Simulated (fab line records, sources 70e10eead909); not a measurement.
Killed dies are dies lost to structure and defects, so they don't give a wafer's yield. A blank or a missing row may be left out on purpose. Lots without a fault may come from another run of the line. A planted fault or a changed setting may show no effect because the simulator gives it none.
Problem report in the 8D (eight disciplines) form, filled by code | flow nand_harc | the parts of the form that need people (team, actions taken, sign-off) are left out

1. THE PROBLEM
sort_bin_2_pct at NHARC_END_SORT_01 reads a mean of 94.3 % on 2 wafers of 2 lots; wafers without a fault read 1.5 % with a standard deviation of 0.59. That is +99 or more standard deviations from the usual mean.
First seen on wafer L397.2, day 24 00:33, on prober-01. The record holds 36 wafers of 12 lots with a number at this step. Rule for "out", or "out of limits": more than 4 standard deviations from the usual mean. The other wafers with a number count as sound.

2. WHAT IT IS AND WHAT IT IS NOT
question                    | is                                                                                                                  | is not
which readings at this step | sort_bin_2_pct, defect_limited_yield, killed_at_array, killed_dies, sort_n_pass, sort_rim_yield_pct, sort_yield_pct | killed_at_other, killed_at_periphery, killed_open, killed_short, sort_bin_3_pct
which lots                  | L397, L399                                                                                                          | L379, L381, L382, L383, L384, L387, L391, L393, L398, L402
which wafers of those lots  | L397.2, L399.2                                                                                                      | L397.1, L397.5, L399.3, L399.4
read on which gauges        | prober-01, prober-02                                                                                                | -
when                        | from day 24 00:33                                                                                                   | up to then (27 sound wafers); but 7 sound wafers of L397, L398, L399, L402 came after

3. SUSPECTS, AND WHAT RULES EACH OUT
Counting: a tool at a process step up to the reading stays a suspect if it ran every lot that is out. Sound lots after the first of them don't rule it out here, since some wafers of a struck lot are sound.
- the gauge at NHARC_END_SORT_01: ruled out. The wafers that are out were read on 2 gauges (prober-01, prober-02).
- pvd_sputter-03 at NHARC_A_M0_PVD_21 (deposits Cu, target thk 30 nm, time 20.49 s): kept. It ran every lot that is out, first L397 (day 22 04:41); its last sound lot up to then is L393 (day 20 19:10).
Left after counting: pvd_sputter-03 at NHARC_A_M0_PVD_21.

4. THE CAUSE (what the simulator had put in)
Process parameter drift: pvd_sputter-03, from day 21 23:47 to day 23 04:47, at NHARC_A_M0_PVD_21. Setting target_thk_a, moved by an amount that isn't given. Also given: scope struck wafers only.
Counting left only this tool.

5. THE CHAIN OF EFFECTS, in route order
Each row: a reading whose mean over the struck wafers that have a number lies more than 3 standard deviations from the usual. Only readings for which the record gives a usual standard deviation are gone through. hours: the time from each lot's start at the first step in this table that gives one to its start at this step, as a median over the lots. sigmas: the change in usual standard deviations.
hours | step              | reading              | usual  | on struck wafers | change | sigmas
0     | NHARC_END_SORT_01 | defect_limited_yield | 95.3 % | 0.0              | -95.3  | -60
0     | NHARC_END_SORT_01 | killed_at_array      | 27     | 674              | +648   | +54
0     | NHARC_END_SORT_01 | killed_dies          | 32     | 677              | +645   | +59
0     | NHARC_END_SORT_01 | sort_bin_2_pct       | 1.5 %  | 94.3             | +92.8  | +99 or more
0     | NHARC_END_SORT_01 | sort_n_pass          | 645    | 0                | -645   | -59
0     | NHARC_END_SORT_01 | sort_rim_yield_pct   | 95.6 % | 0.0              | -95.6  | -35
0     | NHARC_END_SORT_01 | sort_yield_pct       | 95.3 % | 0.0              | -95.3  | -60

6. WHAT WOULD HAVE CAUGHT IT SOONER
In this record the first reading out of limits at a measuring or inspecting step was taken at day 24 00:33, 49 hours after the fault began at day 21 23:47.
Of the tool readings at NHARC_A_M0_PVD_21 for which the record gives a usual standard deviation, none was out on any struck wafer, so an alarm limit of 4 standard deviations on them would not have fired.
All the lots that are out (2) had begun NHARC_A_M0_PVD_21 on pvd_sputter-03 by day 24 00:33. A hold on the tool at that time would have spared none of them.
